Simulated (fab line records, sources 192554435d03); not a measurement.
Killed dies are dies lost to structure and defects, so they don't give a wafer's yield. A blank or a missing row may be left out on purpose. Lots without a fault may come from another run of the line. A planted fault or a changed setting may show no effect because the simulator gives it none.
fab line records | flow n5_finfet
record lots=10 wafers=30 last_day=17
route steps=1938 shown BEOL_M5@1129 PASSIVATION@1936
lots that met no fault: from a run of the same line without faults
start_h: hours from the record's first day to the start of the lot's first wafer shown | wait_h: hours since the lot's step before | " the same as in the row above | L1.1+2: a row that stands for several wafers | - no value, or no start given | * or withheld: withheld | < > ~ a bound
route shown NAME@n: a module of which the file shows steps, and the number in the route of the first | usual: mean/standard deviation of fault-free wafers | same: alike in all rows | chamber/n: place in a boat | sites: the reading at each site | _std_site: their standard deviation | _edge_site: outer sites' mean less inner sites' | radius_mm: how far each site lies from the wafer's centre | mask NAME#n: copy n | behind: the tool/chamber that last shaped the wafer | hold: why the lot was held/for how many hours/how that ended | device: the transistor (n, p or np) that didn't switch | end of line: the same wafers' tests at the end of the route | a step without rows: its recipe alone | killed: dies lost to structure and defects at the first sort, not the wafer's yield | map: a wafer's dies, x killed, . not, _ none there
set.NAME: the setting as run; set.NAME@STEP: as run at that earlier step | model.NAME: the simulator's own value behind a step, which no gauge read
steps of the route over a sample of lots; a table a step, a row a wafer
services: from which hour (start_h, from the record's first day; less than 0 if before it) a tool's chamber was out of use, for how many hours, and why
## steps
# step N5_BEOL_M5_DESCUM_16
# recipe chemistry=O2 time_s=7 source_power_w=50 bias_power_w=20 pressure_mtorr=20 rf_frequency_hz=2.712e+07 temp_c=40 resist=CAR-EUV o2_flow_sccm=225
# usual bias_power_w=20.00/0.059 drypump_motor_current_A=5.8/0.62 oes_product_au=0.77/0.092 rf_vpp_V=242.9/1.2 showerhead_plenum_p_Torr=2.09/0.066 throttle_valve_pct=20.4/0.37
# columns lot.wafer tool chamber start_h wait_h bias_power_w drypump_motor_current_A oes_product_au rf_hours_counter_h rf_vpp_V showerhead_plenum_p_Torr throttle_valve_pct
L905.1 rie_diel-04 2 192.43 0.0 20.06 5.2 0.75 151 243.4 2.11 20.2
L905.3 " 0 " " 20.04 5.9 0.74 134 240.9 1.93 20.4
L905.6 " 2 " " 20.06 5.2 0.74 - 243.7 2.11 20.1
L903.1 rie_diel-02 1 194.75 0.0 19.98 6.6 0.69 206 244.0 2.16 20.6
L903.2 " 2 " " 19.98 4.7 0.94 6 244.3 2.15 20.3
L903.6 " 0 " " 20.06 5.7 0.70 - 244.4 2.17 21.1
L907.1 rie_diel-04 0 198.34 0.0 20.07 5.9 0.74 136 241.0 1.92 20.4
L907.4 " 2 " " 20.03 5.2 0.74 153 240.6 2.11 20.1
L907.5 " 2 " " 19.98 5.2 0.74 - 241.3 2.11 20.2
L909.1 rie_diel-03 0 226.38 0.1 19.98 5.1 0.69 247 241.9 2.07 20.8
L909.2 " 2 " " 20.05 5.6 0.71 218 244.1 2.09 20.9
L909.5 " 1 " " 19.93 6.4 0.68 - 244.1 2.14 20.1
L915.2 rie_diel-02 2 262.70 0.4 19.89 4.6 0.89 26 244.1 2.14 20.3
L915.4 " 0 " " 20.09 5.7 0.67 245 244.3 2.16 21.1
L915.5 " 0 " " 20.03 5.7 0.68 - 244.1 2.16 21.1
L918.1 rie_diel-04 3 265.03 0.1 20.02 6.3 0.71 228 242.3 2.04 20.2
L918.2 " 1 " " 19.95 5.3 0.80 109 241.9 2.02 20.1
L918.3 " 2 " " 19.95 5.2 0.72 174 243.0 2.10 20.2
L917.1 rie_diel-04 3 266.19 0.0 20.03 6.3 0.71 228 241.8 2.04 20.2
L917.3 " 1 " " 20.04 5.3 0.80 110 242.8 2.02 20.1
L917.4 " 0 " " 19.90 5.9 0.72 156 240.9 1.92 20.4
L920.2 rie_diel-04 3 276.86 0.1 20.08 6.2 0.70 231 242.9 2.04 20.3
L920.4 " 2 " " 19.99 5.2 0.72 178 243.9 2.10 20.2
L920.5 " 3 " " 20.02 6.2 0.71 - 243.2 2.04 20.3
L919.2 rie_diel-02 3 283.63 0.0 20.01 6.6 0.83 80 242.1 2.02 20.0
L919.4 " 3 " " 20.00 6.6 0.83 - 243.1 2.02 20.0
L919.6 " 2 " " 20.05 4.6 0.87 - 243.9 2.14 20.3
L921.2 rie_diel-03 3 299.77 0.0 20.05 5.8 0.74 130 243.7 2.10 20.2
L921.3 " 0 " " 20.02 5.1 0.93 8 242.9 2.06 20.5
L921.4 " 2 " " 20.02 5.6 0.70 238 243.8 2.09 20.9
# step N5_BEOL_M5_STRIP_64
# recipe chemistry=CF4 resist=SiARC power_w=300 bias_power_w=75 pressure_mtorr=50 cf4_flow_sccm=150 rf_frequency_hz=6e+07
# usual bias_power_w=75.00/0.21 cf4_flow_sccm=149.9/0.48 drypump_motor_current_A=5.8/0.62 oes_product_au=0.77/0.085 rf_vpp_V=271.1/1.3 showerhead_plenum_p_Torr=1.79/0.052 throttle_valve_pct=13.6/0.36
# columns lot.wafer tool chamber start_h wait_h bias_power_w cf4_flow_sccm drypump_motor_current_A oes_product_au rf_hours_counter_h rf_vpp_V showerhead_plenum_p_Torr throttle_valve_pct
L905.1 rie_diel-04 2 192.63 0.0 74.99 149.8 5.2 0.75 151 271.1 1.78 13.2
L905.3 " 0 " " 75.25 149.8 5.9 0.75 134 268.8 1.66 13.6
L905.6 " 2 " " 74.74 149.5 5.2 0.74 - 272.6 1.78 13.2
L903.1 rie_diel-02 1 194.95 0.0 74.80 149.6 6.6 0.69 206 272.0 1.85 13.9
L903.2 " 2 " " 74.96 150.4 4.6 0.93 6 271.2 1.84 13.4
L903.6 " 0 " " 75.11 149.0 5.7 0.70 - 272.5 1.86 14.3
L907.1 rie_diel-04 0 198.54 0.0 74.87 149.5 5.9 0.74 136 269.6 1.67 13.6
L907.4 " 2 " " 74.98 149.8 5.1 0.75 153 271.4 1.78 13.2
L907.5 " 2 " " 75.08 149.7 5.1 0.75 - 271.1 1.78 13.2
L909.1 rie_diel-03 0 226.59 0.0 75.14 149.7 5.1 0.69 247 270.3 1.77 14.0
L909.2 " 2 " " 74.94 149.8 5.6 0.72 218 272.6 1.78 13.9
L909.5 " 1 " " 75.16 149.6 6.3 0.68 - 272.3 1.84 13.5
L915.2 rie_diel-02 2 262.90 0.0 74.97 150.3 4.7 0.87 26 271.2 1.84 13.4
L915.4 " 0 " " 74.80 150.1 5.7 0.69 245 272.3 1.86 14.3
L915.5 " 0 " " 74.76 150.1 5.7 0.69 - 271.4 1.86 14.3
L918.1 rie_diel-04 3 265.23 0.0 75.35 149.5 6.2 0.70 228 270.9 1.78 13.7
L918.2 " 1 " " 74.74 149.7 5.3 0.80 109 270.1 1.73 13.3
L918.3 " 2 " " 74.98 149.9 5.2 0.73 174 270.4 1.78 13.3
L917.1 rie_diel-04 3 266.40 0.0 74.91 149.6 6.2 0.70 228 272.4 1.78 13.7
L917.3 " 1 " " 74.83 149.7 5.3 0.79 110 269.4 1.73 13.3
L917.4 " 0 " " 74.70 149.1 5.9 0.72 156 266.7 1.66 13.6
L920.2 rie_diel-04 3 277.06 0.0 75.32 149.7 6.3 0.70 231 271.1 1.78 13.7
L920.4 " 2 " " 75.12 150.4 5.2 0.73 178 271.4 1.78 13.3
L920.5 " 3 " " 74.85 150.0 6.2 0.71 - 271.5 1.77 13.7
L919.2 rie_diel-02 3 283.84 0.0 75.25 150.0 6.6 0.81 81 269.9 1.75 13.2
L919.4 " 3 " " 75.51 149.7 6.6 0.81 - 270.7 1.75 13.2
L919.6 " 2 " " 74.96 149.6 4.7 0.86 - 271.5 1.83 13.4
L921.2 rie_diel-03 3 299.97 0.0 75.01 150.1 5.8 0.74 130 271.0 1.80 13.4
L921.3 " 0 " " 75.03 150.3 5.1 0.93 8 270.9 1.77 13.4
L921.4 " 2 " " 75.13 150.2 5.6 0.71 238 272.0 1.77 13.9
# step N5_BEOL_M5_COAT_74
# recipe resist=underlayer temp_c=205 time_s=60 spin_rpm=1500 resist_thk_nm=5
# usual heater_power_total_W=391.9/1.2 plate_temp_C=205.01/0.17
# columns lot.wafer tool chamber start_h wait_h heater_power_total_W plate_temp_C
L905.1 litho_track-02 0 194.77 - 393.8 205.20
L905.3 " 0 " " 392.1 205.02
L905.6 " 0 " " 391.1 205.16
L903.1 litho_track-01 0 196.75 - 390.2 204.56
L903.2 " 0 " " 393.8 204.52
L903.6 " 0 " " 390.1 204.73
L907.1 litho_track-02 0 201.89 - 391.5 205.34
L907.4 " 0 " " 391.3 205.14
L907.5 " 0 " " 393.1 205.18
L909.1 litho_track-02 0 227.78 - 392.7 205.12
L909.2 " 0 " " 393.6 204.70
L909.5 " 0 " " 392.1 204.98
L915.2 litho_track-02 0 263.65 - 423.2 219.28
L915.4 " 0 " " 423.8 219.03
L915.5 " 0 " " 427.9 219.38
L918.1 litho_track-01 0 268.37 - 392.0 204.78
L918.2 " 0 " " 393.8 204.97
L918.3 " 0 " " 391.7 204.71
L917.1 litho_track-02 0 268.38 - 424.8 219.22
L917.3 " 0 " " 425.2 219.39
L917.4 " 0 " " 425.1 219.48
L920.2 litho_track-01 0 277.45 - 393.1 205.12
L920.4 " 0 " " 393.0 205.43
L920.5 " 0 " " 391.3 205.18
L919.2 litho_track-05 0 285.04 - 390.2 204.94
L919.4 " 0 " " 392.8 205.01
L919.6 " 0 " " 393.0 204.66
L921.2 litho_track-01 0 302.54 - 390.3 204.73
L921.3 " 0 " " 390.1 205.12
L921.4 " 0 " " 392.1 204.85
# step N5_BEOL_M5_ETCH_75
# recipe chemistry=N2/H2 target=underlayer target_depth_a=65 mask_material=CAR-EUV time_s=5.2 ion_energy_ev=200 pressure_mtorr=30 source_w=840 bias_w=150 n2_flow_sccm=200 h2_flow_sccm=200 ends=cleared
# usual drypump_motor_current_A=5.8/0.58 etch_rf_on_time_s=5.22/0.11 oes_product_au=0.66/0.075 rf_vpp_V=523.3/2.4 showerhead_plenum_p_Torr=2.53/0.077 throttle_valve_pct=17.8/0.31
# columns lot.wafer tool chamber start_h wait_h drypump_motor_current_A etch_rf_on_time_s oes_product_au rf_hours_counter_h rf_vpp_V showerhead_plenum_p_Torr throttle_valve_pct
L905.1 rie_diel-03 3 195.53 0.0 5.8 5.14 0.67 100 526.5 2.58 17.7
L905.3 " 1 " " 6.3 5.19 0.60 228 524.8 2.62 17.6
L905.6 " 1 " " 6.3 5.15 0.60 - 526.8 2.62 17.6
L903.1 rie_diel-02 2 197.31 0.0 4.7 4.99 0.81 7 524.1 2.60 17.6
L903.2 " 3 " " 6.7 5.08 0.74 52 522.2 2.46 17.3
L903.6 " 1 " " 6.6 5.29 0.59 - 526.0 2.64 18.2
L907.1 rie_diel-04 1 202.33 0.0 5.3 5.14 0.70 94 519.1 2.46 17.6
L907.4 " 0 " " 5.9 5.34 0.64 137 518.2 2.36 17.9
L907.5 " 0 " " 5.9 5.31 0.63 - 518.9 2.36 17.9
L909.1 rie_diel-04 1 228.51 0.0 5.3 5.21 0.70 97 520.9 2.46 17.6
L909.2 " 0 " " 5.9 5.24 0.62 146 519.1 2.36 17.9
L909.5 " 2 " " 5.2 5.29 0.63 - 523.9 2.53 17.6
L915.2 rie_diel-04 2 264.08 0.0 5.2 5.33 0.62 173 523.0 2.53 17.6
L915.4 " 1 " " 5.3 5.19 0.68 108 520.1 2.45 17.6
L915.5 " 2 " " 5.2 5.36 0.61 - 524.0 2.53 17.6
L918.1 rie_diel-02 2 269.03 0.0 4.7 5.10 0.75 28 525.1 2.59 17.7
L918.2 " 3 " " 6.6 5.10 0.71 74 521.5 2.45 17.3
L918.3 " 1 " " 6.6 5.36 0.57 228 523.3 2.63 18.2
L917.1 rie_diel-04 0 269.15 0.0 5.9 5.35 0.61 157 518.6 2.35 17.9
L917.3 " 3 " " 6.2 5.21 0.60 229 523.9 2.50 17.9
L917.4 " 2 " " 5.2 5.37 0.62 175 524.0 2.53 17.6
L920.2 rie_diel-02 3 278.01 0.0 6.6 5.06 0.71 78 519.6 2.45 17.3
L920.4 " 1 " " 6.6 5.38 0.57 - 526.4 2.63 18.2
L920.5 " 3 " " 6.6 5.01 0.71 - 522.4 2.45 17.3
L919.2 rie_diel-02 2 286.23 0.0 4.7 5.05 0.75 36 527.0 2.58 17.7
L919.4 " 3 " " 6.6 5.05 0.71 - 523.0 2.45 17.3
L919.6 " 2 " " 4.7 5.09 0.75 - 524.7 2.58 17.7
L921.2 rie_diel-02 2 302.97 0.0 4.7 5.05 0.74 41 523.4 2.58 17.7
L921.3 " 1 " " 6.6 5.34 0.56 243 524.9 2.62 18.2
L921.4 " 0 " " 5.7 5.29 0.83 4 525.9 2.62 18.1
# step N5_PASSIVATION_PROBE_49
# usual defect_limited_yield=91.4/1.4 killed_at_M0_to_M3=33/11 killed_at_M4_up=13/5.3 killed_at_contacts=13/6.1 killed_at_front_end=40/11 killed_at_other=2.9/2.7 killed_dies=102/17 killed_open=68/13 killed_short=32/7.5 sort_bin_4_leakage=0.00/0.022 sort_bin_5_function=5.1/0.98 sort_bin_6_memory=3.2/0.69 sort_bin_8_speed=0.1/1.1 sort_n_pass=1077/21 sort_yield_pct=91.3/1.7
# same gross_dies=1180 killed_at_back_side=0
# columns lot.wafer tool chamber start_h wait_h defect_limited_yield[%] killed_at_M0_to_M3 killed_at_M4_up killed_at_contacts killed_at_front_end killed_at_other killed_dies killed_open killed_short sort_bin_4_leakage[%] sort_bin_5_function[%] sort_bin_6_memory[%] sort_bin_8_speed[%] sort_n_pass sort_yield_pct[%]
L915.4 prober-01 - 374.07 0.2 91.2 29 13 9 51 2 104 66 38 0.25 4.7 3.9 0.1 1072 90.8
L917.1 prober-02 - 391.82 0.0 91.0 32 15 10 45 4 106 65 38 0 6.0 2.7 0 1074 91.0
L917.3 prober-02 - 391.92 0.1 90.3 31 20 15 46 2 114 75 39 0 5.6 3.8 0 1066 90.3
L917.4 prober-02 - 391.97 0.2 90.9 31 17 12 42 5 107 78 27 0 5.0 3.6 0 1073 90.9
# killed by level:class
L915.4 BEOL_M3:geometric_particle:open=10 FIN_SAQP:geometric_particle:short=9 FIN_SAQP:geometric_particle:open=8 MOL_CONTACT_COAG:geometric_particle:open=8 STI_FIN_REVEAL:geometric_particle:open=6 STARTING-WAFER:geometric_particle:open=6 STARTING-WAFER:geometric_particle:short=4 GATE_CUT:geometric_particle:short=4
L917.1 BEOL_M3:geometric_particle:open=11 FIN_SAQP:geometric_particle:open=10 STI_FIN_REVEAL:geometric_particle:open=9 MOL_CONTACT_COAG:geometric_particle:open=8 FIN_SAQP:geometric_particle:short=7 BEOL_M0_SAQP:geometric_particle:open=7 BEOL_M0_SAQP:geometric_particle:short=7 STI_FIN_REVEAL:geometric_particle:short=5
L917.3 FIN_SAQP:geometric_particle:open=11 MOL_CONTACT_COAG:geometric_particle:open=11 STI_FIN_REVEAL:geometric_particle:open=9 BEOL_M0_SAQP:geometric_particle:open=8 BEOL_M2:geometric_particle:open=6 FIN_SAQP:geometric_particle:short=5 BEOL_M0_SAQP:geometric_particle:short=5 BEOL_M3:geometric_particle:open=5
L917.4 STI_FIN_REVEAL:geometric_particle:open=18 MOL_CONTACT_COAG:geometric_particle:open=10 BEOL_M0_SAQP:geometric_particle:open=10 FIN_SAQP:geometric_particle:open=9 BEOL_M0_SAQP:geometric_particle:short=8 BEOL_M4:geometric_particle:open=6 BEOL_M3:geometric_particle:open=5 STARTING-WAFER:geometric_particle:short=5
## services
# columns tool chamber start_h hours kind
rie_diel-04 1 209.51 16.5 repair
rie_diel-02 0 238.33 5.8 repair
rie_diel-03 0 241.10 - clean
rie_diel-03 0 241.10 - consumable_replace:focus_ring
rie_diel-03 0 241.10 13.3 scheduled_down
rie_diel-03 0 241.10 13.3 vent_cycle
litho_track-05 - 261.76 - consumable_replace:filter
rie_diel-03 1 264.73 - clean
rie_diel-03 1 264.73 - consumable_replace:focus_ring
rie_diel-03 1 264.73 16.1 scheduled_down
rie_diel-03 1 264.73 16.1 vent_cycle
rie_diel-03 - 271.55 14.6 pm
rie_diel-02 0 274.53 - clean
rie_diel-02 0 274.53 - consumable_replace:focus_ring
rie_diel-02 0 274.53 14.8 scheduled_down
rie_diel-02 0 274.53 14.8 vent_cycle
## key
first_sign step=N5_BEOL_M5_COAT_74 reading=plate_temp_C direction=up sigmas=85 usual=* struck=*
effect step=N5_BEOL_M5_COAT_74 reading=heater_power_total_W direction=up sigmas=28 usual=* struck=*
met_at N5_BEOL_M5_COAT_74
struck_lots L915,L917
not_acting_at N5_BEOL_M5_DESCUM_16,N5_BEOL_M5_STRIP_64,N5_BEOL_M5_ETCH_75
onset_between 227.78 263.65
earlier_fault kind=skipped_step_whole tool=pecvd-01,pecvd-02 chamber=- onset_h=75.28 steps=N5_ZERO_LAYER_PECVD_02 scope=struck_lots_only
fault kind=process_parameter_drift tool=litho_track-02 chamber=- onset_h=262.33 steps=N5_BEOL_M5_COAT_74 channel=temp_c offset=* shape=step acts_in=* stated=*
